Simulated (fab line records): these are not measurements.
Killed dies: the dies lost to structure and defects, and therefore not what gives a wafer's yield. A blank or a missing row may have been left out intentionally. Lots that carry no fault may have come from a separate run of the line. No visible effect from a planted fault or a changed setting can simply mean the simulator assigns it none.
Struck lot and sound lot, side by side	flow n5 finfet	14 steps out of a route of 1938
Sound: these wafers, L724.1, L724.2, L724.3. Struck: wafer L738.3. (L738.2, L738.5 of the same lot were not struck and are left out.) The cause comes at the end.
At each step with rows: each side's tool, then ch and its chambers, then its first start. Under that, the readings that differ: sound wafers	struck wafers	difference of the means	sigmas: that difference in standard deviations of wafers without a fault.
alike: words and numbers the same on both sides, and readings whose means are apart by under 2 such deviations; not compared: readings that were withheld, readings missing a value for some wafer, numbers with overlapping values and no deviation given by the record, and bounds like >300 which may hide the same value.
The two part at a step that has a row with sigmas, a row that says differs or no value, or rows on one side only. Numbers that don't overlap but have no deviation are shown without sigmas and don't part them. A reading that every wafer of one side lacks parts them only if that side has two wafers or more.

N5_BEOL_M6_STRIP_80: strips in N2/H2, time 10 s.
  sound: rie diel-05 ch 0,2,3; struck: rie diel-05 ch 0
reading	sound	struck	difference	sigmas
oes product au (a.u.)	0.72 0.67 0.70	0.92	+0.22	+2
rf hours counter h (h)	189 246 228	13	-208	
  alike: drypump motor current A, rf vpp V, showerhead plenum p Torr, throttle valve pct
N5_BEOL_M6_OCD_MEAS_38:
  sound on ocd-01, day 9 18:52; struck on ocd-01, day 13 01:19
  alike: trench depth nm
then, 4 steps without rows for these wafers: N5_BEOL_M6_HM_STRIP_39 (strips TiN in peroxide tin strip, target depth 25 nm, time 158 s); N5_BEOL_M6_SRD_40 (time 30 s); N5_BEOL_M6_PRECLEAN_42 (cleans in residue remover, time 60 s); N5_BEOL_M6_SRD_43 (time 30 s).
N5_BEOL_M6_CD_MEAS_35: target cd 40 nm, target cd y 28 nm.
  sound on cd sem-01, day 9 19:01; struck on cd sem-02, day 13 01:29
  alike: cd nm
N5_BEOL_M6_CURE_75: cures SiCOH lowk, time 120 s.
  sound on uv cure-02 ch 2, day 9 19:03; struck on uv cure-01 ch 0, day 13 01:34
  alike: lamp power pct, wafer_temp_C_max
N5_BEOL_M6_DEGAS_44: time 60 s.
  sound on pvd sputter-01, day 9 20:09; struck on pvd sputter-01, day 13 01:53
  alike: heater power w
N5_BEOL_M6_PRE_CLEAN_45: time 30 s.
  sound on pvd sputter-01, day 9 20:11; struck on pvd sputter-01, day 13 01:55
  alike: heater power w
then, 2 steps without rows for these wafers: N5_BEOL_M6_ALD_77 (deposits TaN, target thk 2 nm, pulse time 2 s, purge time 3 s); N5_BEOL_M6_SURFACE_TREAT_79.
N5_BEOL_M6_CVD_78: deposits Co from CCTBA/H2, target thk 2 nm, time 142.3 s.
  sound on cvd co-02 ch 0,1,2, day 9 20:43; struck on cvd co-02 ch 1, day 13 02:38
reading	sound	struck	difference	sigmas
run length s (s)	164.8 164.9 165.2	135.1	-29.9	-85
N5_BEOL_M6_SPUTTER_48: material Cu, target thk 10 nm, time 1.667 s.
  sound on pvd sputter-01, day 9 20:53; struck on pvd sputter-02, day 13 02:48
  alike: chuck gas flow sccm, throttle valve pct

== WHERE THEY PART ==
Earliest at N5_BEOL_M6_STRIP_80; latest, in this record, at N5_BEOL_M6_CVD_78. Later steps at which nothing parts them and some readings are alike: N5_BEOL_M6_SPUTTER_48.

WHY: whatever the simulator had introduced
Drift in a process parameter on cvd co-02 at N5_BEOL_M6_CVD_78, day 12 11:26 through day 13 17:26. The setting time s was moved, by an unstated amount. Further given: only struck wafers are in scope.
